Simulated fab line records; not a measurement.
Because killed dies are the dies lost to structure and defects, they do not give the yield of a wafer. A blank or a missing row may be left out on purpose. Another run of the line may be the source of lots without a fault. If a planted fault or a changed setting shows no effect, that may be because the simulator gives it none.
fab line records	flow n5_finfet
[record] lots = 10	wafers = 27	last_day = 16
route steps=1938 shown BEOL_M2@855 BEOL_M4@1111
lots that met no fault: taken from a fault-free run of the same line
start_h: hours from the record's opening day to when the first of the lot's shown wafers began	wait_h: hours elapsed since this lot's preceding step	" unchanged from the row above	L1.1+2: one row covering several wafers at once	- either no value or no given start	* or withheld: withheld	< > ~ a bound
route shown NAME@n: names a module that has steps shown in the file, with the first one's number in the route	usual: mean/standard deviation of fault-free wafers	same: alike in all rows	chamber/n: place in a boat	sites: each site's reading	_std_site: how widely they spread, as a standard deviation	_edge_site: the outer-site mean with the inner-site mean subtracted	radius_mm: how far each site lies from the wafer's centre	mask NAME#n: copy n	behind: the most recent tool/chamber to have shaped the wafer	hold: the reason the lot was held/the length of the hold in hours/how it ended	device: whichever transistor did not switch (one of n, p or np)	end of line: the same wafers' tests at the end of the route	a step without rows: its recipe alone	killed: the dies lost at the first sort to structure and to defects; this is not the yield of the wafer	map: the dies of a wafer, with x for killed, . for not killed, _ for no die there
set.NAME: setting as actually run; set.NAME@STEP: the setting as run at that earlier step	model.NAME: the simulator's own value behind a step, which no gauge read
one table for each step of the route and one row for each wafer, over a sample of lots
services: the hour from which a tool's chamber was out of use, counted from the record's first day as start_h (under 0 if before that day), plus the number of hours and why
[[steps]]
[step N5_BEOL_M2_OVL_MEAS_12]
[recipe] points_per_wafer = 522
[usual] M2_OVL = 0.2/0.56
lot.wafer	tool	chamber	start_h	wait_h	M2_OVL[nm]
L939.3	overlay-02	0	139.01	0.0	0.0
L939.4	"	0	"	"	0.4
L939.6	"	0	"	"	-0.1
L941.2	overlay-02	0	153.38	0.0	0.3
L941.5	"	0	"	"	0.4
L942.1	overlay-02	0	161.69	0.0	0.3
L942.3	"	0	"	"	0.0
L942.6	"	0	"	"	0.8
L943.1	overlay-01	0	168.39	0.0	0.6
L943.3	"	0	"	"	0.7
L943.5	"	0	"	"	0.7
L944.1	overlay-02	0	169.48	0.0	-0.4
L944.2	"	0	"	"	-0.8
L944.4	"	0	"	"	-0.1
L946.1	overlay-02	0	185.28	0.0	0.9
L946.2	"	0	"	"	0.8
L946.3	"	0	"	"	0.5
L954.2	overlay-02	0	230.93	0.0	0.9
L954.6	"	0	"	"	0.8
L955.2	overlay-01	0	237.29	0.0	0.4
L955.6	"	0	"	"	0.2
L957.2	overlay-01	0	250.87	0.0	0.4
L957.4	"	0	"	"	0.1
L957.5	"	0	"	"	1.6
L958.1	overlay-02	0	251.60	0.0	-0.1
L958.2	"	0	"	"	0.2
L958.3	"	0	"	"	0.2
[step N5_BEOL_M2_ETCH_64]
[recipe] chemistry = N2/H2	target = SOC	target_depth_a = 750	overetch_a = 225	mask_material = SiARC	temp_c = 40	time_s = 121.9	ion_energy_ev = 200	pressure_mtorr = 30	source_w = 840	bias_w = 150	n2_flow_sccm = 200	h2_flow_sccm = 200
[usual] drypump_motor_current_A = 5.8/0.5	oes_product_au = 0.58/0.039	rf_vpp_V = 524.9/1.8	showerhead_plenum_p_Torr = 2.58/0.062	throttle_valve_pct = 17.90/0.21
lot.wafer	tool	chamber	start_h	wait_h	drypump_motor_current_A	oes_product_au	rf_hours_counter_h	rf_vpp_V	showerhead_plenum_p_Torr	throttle_valve_pct
L939.3	rie_diel-05	1	139.21	0.0	6.2	0.64	67	524.6	2.57	17.90
L939.4	"	2	"	"	4.9	0.56	172	527.0	2.65	17.60
L939.6	"	2	"	"	4.9	0.57	-	526.6	2.65	17.59
L941.2	rie_diel-06	3	154.04	0.0	5.7	0.63	80	525.1	2.57	17.90
L941.5	"	3	"	"	5.7	0.63	-	524.1	2.57	17.90
L942.1	rie_diel-05	1	162.53	0.0	6.2	0.64	76	525.9	2.57	17.93
L942.3	"	3	"	"	5.5	0.63	83	528.0	2.67	17.56
L942.6	"	0	"	"	5.5	0.59	-	523.7	2.55	17.88
L943.1	rie_diel-06	2	169.25	0.0	5.5	0.59	113	524.2	2.56	17.76
L943.3	"	0	"	"	6.4	0.54	198	523.4	2.52	18.24
L943.5	"	3	"	"	5.7	0.62	-	524.5	2.56	17.91
L944.1	rie_diel-05	2	170.49	0.0	4.9	0.56	182	526.9	2.64	17.63
L944.2	"	1	"	"	6.2	0.63	81	525.6	2.57	17.95
L944.4	"	3	"	"	5.5	0.62	89	528.9	2.66	17.57
L946.1	rie_diel-06	0	185.46	0.0	6.4	0.54	204	523.0	2.51	18.25
L946.2	"	3	"	"	5.7	0.62	93	523.2	2.56	17.90
L946.3	"	1	"	"	5.7	0.53	206	526.0	2.62	17.81
L954.2	rie_diel-02	0	231.10	0.0	6.5	0.63	74	526.8	2.70	17.99
L954.6	"	0	"	"	6.5	0.63	-	527.8	2.70	18.00
L955.2	rie_diel-05	2	237.46	0.0	4.9	0.55	206	527.0	2.63	17.68
L955.6	"	2	"	"	4.9	0.55	-	526.8	2.63	17.66
L957.2	rie_diel-02	3	251.34	0.0	5.9	0.57	145	523.4	2.54	18.21
L957.4	"	1	"	"	6.3	0.53	250	522.7	2.51	17.76
L957.5	"	1	"	"	6.3	0.52	-	522.8	2.51	17.76
L958.1	rie_diel-02	3	251.83	0.0	5.9	0.56	145	523.0	2.54	18.20
L958.2	"	0	"	"	6.5	0.62	81	528.4	2.70	17.99
L958.3	"	2	"	"	5.1	0.54	207	524.6	2.51	18.18
[step N5_BEOL_M2_ETCH_70]
[recipe] chemistry = N2/H2	target = SOC	target_depth_a = 800	overetch_a = 240	mask_material = SiARC	temp_c = 40	time_s = 130	ion_energy_ev = 200	pressure_mtorr = 30	source_w = 840	bias_w = 150	n2_flow_sccm = 200	h2_flow_sccm = 200
[usual] drypump_motor_current_A = 5.7/0.51	oes_product_au = 0.57/0.043	rf_vpp_V = 525.1/2.1	run_length_s = 153.4/0.49	showerhead_plenum_p_Torr = 2.58/0.065	throttle_valve_pct = 17.88/0.23
lot.wafer	tool	chamber	start_h	wait_h	drypump_motor_current_A	oes_product_au	rf_hours_counter_h	rf_vpp_V	run_length_s	showerhead_plenum_p_Torr	throttle_valve_pct
L939.3	rie_diel-05	2	140.51	0.0	4.9	0.55	172	526.2	153.6	2.65	17.60
L939.4	"	1	"	"	6.2	0.63	67	525.4	152.8	2.57	17.92
L939.6	"	2	"	"	4.9	0.55	-	526.3	153.6	2.65	17.62
L941.2	rie_diel-05	0	155.80	0.0	5.5	0.57	108	524.3	153.0	2.55	17.87
L941.5	"	3	"	"	5.5	0.61	-	526.1	153.3	2.67	17.55
L942.1	rie_diel-05	1	167.57	0.0	6.2	0.61	79	524.9	152.9	2.57	17.93
L942.3	"	3	"	"	5.5	0.61	86	529.4	153.6	2.67	17.56
L942.6	"	0	"	"	5.5	0.58	-	524.6	153.2	2.54	17.87
L944.1	rie_diel-05	1	175.25	0.0	6.2	0.61	84	524.1	152.7	2.57	17.95
L944.2	"	3	"	"	5.5	0.60	91	527.1	153.7	2.66	17.57
L944.4	"	2	"	"	4.9	0.54	184	527.1	154.2	2.64	17.64
L943.1	rie_diel-02	1	175.61	0.0	6.3	0.52	221	524.1	152.4	2.52	17.71
L943.3	"	0	"	"	6.6	0.63	52	526.9	153.3	2.71	17.96
L943.5	"	1	"	"	6.3	0.52	-	521.3	152.7	2.52	17.72
L946.1	rie_diel-02	2	187.42	0.0	5.1	0.54	191	524.3	154.3	2.52	18.13
L946.2	"	1	"	"	6.3	0.52	225	521.5	152.4	2.52	17.72
L946.3	"	3	"	"	5.9	0.55	122	523.6	153.2	2.55	18.17
L954.2	rie_diel-02	0	232.25	0.0	6.5	0.67	74	528.5	141.8	2.70	17.99
L954.6	"	1	"	"	6.3	0.51	-	522.9	153.1	2.51	17.75
L955.2	rie_diel-02	0	245.69	0.0	6.5	0.66	79	527.6	142.1	2.70	18.01
L955.6	"	1	"	"	6.3	0.51	-	521.6	152.5	2.51	17.74
L957.2	rie_diel-02	2	256.08	0.0	5.1	0.56	210	524.4	142.6	2.51	18.18
L957.4	"	2	"	"	5.1	0.52	-	521.8	153.7	2.51	18.17
L957.5	"	0	"	"	6.6	0.60	-	528.4	153.1	2.70	18.02
L958.1	rie_diel-05	3	256.57	0.0	5.5	0.58	120	526.5	153.6	2.65	17.63
L958.2	"	2	"	"	4.9	0.52	215	527.7	153.8	2.63	17.67
L958.3	"	1	"	"	6.2	0.58	115	524.3	153.3	2.55	18.00
[step N5_BEOL_M2_STRIP_36]
[recipe] chemistry = N2/H2	power_w = 450	temp_c = 40	pressure_mtorr = 20	rf_frequency_hz = 6e+07	overash_fraction = 0.3	bias_power_w = 7	h2_frac = 0.5	n2_flow_sccm = 200	h2_flow_sccm = 200
[usual] drypump_motor_current_A = 5.7/0.51	oes_product_au = 0.77/0.063	rf_vpp_V = 59.1/1.5	showerhead_plenum_p_Torr = 2.58/0.066	throttle_valve_pct = 23.70/0.27
lot.wafer	tool	chamber	start_h	wait_h	drypump_motor_current_A	oes_product_au	rf_hours_counter_h	rf_vpp_V	showerhead_plenum_p_Torr	throttle_valve_pct
L939.3	rie_diel-05	2	140.68	0.0	4.9	0.74	172	59.1	2.64	23.39
L939.4	"	1	"	"	6.2	0.86	67	59.9	2.57	23.96
L939.6	"	2	"	"	4.9	0.75	-	59.4	2.64	23.40
L941.2	rie_diel-05	0	155.97	0.0	5.5	0.80	108	58.4	2.54	23.54
L941.5	"	3	"	"	5.5	0.82	-	60.1	2.66	23.39
L942.1	rie_diel-05	1	167.74	0.0	6.2	0.83	79	61.0	2.57	23.97
L942.3	"	3	"	"	5.5	0.82	86	60.6	2.66	23.41
L942.6	"	0	"	"	5.5	0.79	-	59.6	2.54	23.53
L944.1	rie_diel-05	1	175.42	0.0	6.2	0.84	84	58.7	2.56	23.98
L944.2	"	3	"	"	5.4	0.83	91	59.7	2.66	23.41
L944.4	"	2	"	"	4.9	0.74	184	61.8	2.64	23.41
L943.1	rie_diel-02	1	175.78	0.0	6.2	0.71	221	60.6	2.52	23.54
L943.3	"	0	"	"	6.5	0.87	52	58.3	2.71	23.85
L943.5	"	1	"	"	6.3	0.71	-	60.2	2.52	23.56
L946.1	rie_diel-02	2	187.59	0.0	5.1	0.71	191	57.0	2.51	23.90
L946.2	"	1	"	"	6.3	0.71	225	59.1	2.52	23.54
L946.3	"	3	"	"	5.9	0.76	122	57.6	2.55	24.00
L954.2	rie_diel-02	0	232.42	0.0	6.6	0.82	75	60.4	2.70	23.90
L954.6	"	1	"	"	6.3	0.70	-	61.3	2.51	23.57
L955.2	rie_diel-02	0	245.86	0.0	6.5	0.83	79	56.9	2.70	23.88
L955.6	"	1	"	"	6.3	0.68	-	59.5	2.51	23.58
L957.2	rie_diel-02	2	256.24	0.0	5.1	0.70	210	58.3	2.51	23.93
L957.4	"	2	"	"	5.1	0.70	-	57.7	2.50	23.93
L957.5	"	0	"	"	6.5	0.82	-	58.3	2.69	23.87
L958.1	rie_diel-05	3	256.73	0.0	5.5	0.78	120	60.7	2.65	23.45
L958.2	"	2	"	"	4.9	0.70	215	60.0	2.62	23.46
L958.3	"	1	"	"	6.2	0.81	115	56.7	2.55	24.05
[step N5_BEOL_M4_RC_MEAS_101]
[usual] DIBL_N = 35.9/1.6	DIBL_P = 35.6/2.1	IOFF_N = 0.149/0.029	IOFF_P = 0.20/0.033	ION_N = 671/11	ION_P = 460/7.3	SS_N = 71.4/0.62	SS_P = 73.2/0.65	VT_N = 251/3.1	VT_P = -251/3.4
lot.wafer	tool	chamber	start_h	wait_h	DIBL_N[mV/V]	DIBL_P[mV/V]	IOFF_N[nA/um]	IOFF_P[nA/um]	ION_N[uA/um]	ION_P[uA/um]	SS_N[mV/dec]	SS_P[mV/dec]	VT_N[mV]	VT_P[mV]
L939.3	prober-01	0	166.34	0.3	36.1	35.7	0.154	0.20	668	459	71.1	73.1	253	-249
L939.4	"	0	"	"	36.0	36.3	0.150	0.22	666	460	71.1	73.1	252	-248
L939.6	"	0	"	"	34.9	33.9	0.130	0.18	672	459	70.7	73.0	253	-252
L941.2	prober-02	0	182.65	0.2	35.5	36.8	0.138	0.18	668	454	71.2	73.5	251	-256
L941.5	"	0	"	"	34.7	35.0	0.136	0.16	668	452	71.5	72.3	253	-256
L942.1	prober-02	0	192.97	0.0	34.9	35.5	0.133	0.19	665	451	71.9	72.9	252	-251
L942.3	"	0	"	"	32.3	33.0	0.114	0.16	669	456	70.5	73.0	254	-253
L942.6	"	0	"	"	33.7	34.1	0.122	0.18	667	464	70.7	72.4	252	-254
L944.1	prober-02	0	196.43	0.0	36.4	36.1	0.144	0.17	659	444	72.3	72.7	252	-258
L944.2	"	0	"	"	35.6	37.0	0.144	0.18	665	452	71.3	72.4	250	-254
L944.4	"	0	"	"	36.7	38.0	0.158	0.20	668	459	71.3	73.1	251	-252
L943.1	prober-02	0	199.72	0.0	35.4	33.4	0.133	0.18	668	459	70.8	72.8	251	-251
L943.3	"	0	"	"	34.4	31.4	0.114	0.15	664	456	71.0	72.5	254	-254
L943.5	"	0	"	"	36.6	34.7	0.152	0.19	677	459	71.3	73.8	250	-251
L946.1	prober-01	0	209.04	0.0	36.0	38.9	0.162	0.24	676	477	70.3	73.6	250	-247
L946.2	"	0	"	"	36.4	37.9	0.158	0.22	681	468	71.3	73.6	248	-248
L946.3	"	0	"	"	36.3	38.7	0.175	0.24	704	480	71.8	73.8	248	-245
L954.2	prober-02	0	257.76	0.2	36.0	33.6	0.126	0.16	662	457	71.7	72.8	252	-255
L954.6	"	0	"	"	35.8	34.2	0.125	0.17	663	459	71.1	73.1	254	-252
L955.2	prober-02	0	273.95	0.2	36.2	35.3	0.141	0.18	656	450	71.8	73.1	253	-257
L955.6	"	0	"	"	36.7	35.5	0.150	0.19	661	458	72.4	73.3	253	-254
L957.2	prober-02	0	281.01	0.2	35.2	34.6	0.132	0.20	664	459	71.1	73.1	252	-249
L957.4	"	0	"	"	34.2	32.9	0.123	0.18	653	455	71.3	72.2	254	-251
L957.5	"	0	"	"	35.3	34.5	0.137	0.19	656	454	71.7	72.8	253	-250
L958.1	prober-01	0	283.36	0.0	35.7	34.9	0.132	0.20	672	465	72.0	73.4	254	-250
L958.2	"	0	"	"	33.7	32.6	0.110	0.17	651	454	70.9	72.2	254	-249
L958.3	"	0	"	"	36.3	35.9	0.150	0.21	664	453	71.7	73.2	252	-248
[[services]]
tool	chamber	start_h	hours	kind
rie_diel-02	-	156.72	16.8	repair
rie_diel-06	1	161.09	4.9	repair
rie_diel-05	2	164.28	5.6	repair
rie_diel-06	3	211.16	15.1	repair
rie_diel-02	2	226.34	13.2	repair
rie_diel-06	1	233.21	4.6	repair
rie_diel-06	-	242.52	0.3	repair
rie_diel-02	1	251.75	-	clean
rie_diel-02	1	251.75	-	consumable_replace:focus_ring
rie_diel-02	1	251.75	19.5	scheduled_down
rie_diel-02	1	251.75	19.5	vent_cycle
[[key]]
[first_sign] step = N5_BEOL_M2_ETCH_70	reading = run_length_s	direction = down	sigmas = 23	usual = *	struck = *
effect none on later readings
met_at N5_BEOL_M2_ETCH_70
struck_lots L954,L955,L957
struck_wafers L954.2,L955.2,L957.2
not_acting_at N5_BEOL_M2_OVL_MEAS_12,N5_BEOL_M2_ETCH_64,N5_BEOL_M2_STRIP_36
onset_between 187.42 232.25
[fault] kind = process_parameter_drift	tool = rie_diel-02	chamber = -	onset_h = 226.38	steps = N5_BEOL_M2_ETCH_70	channel = time_s	offset = *	shape = step	end_h = 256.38	scope = struck_wafers_only	acts_in = *	stated = *
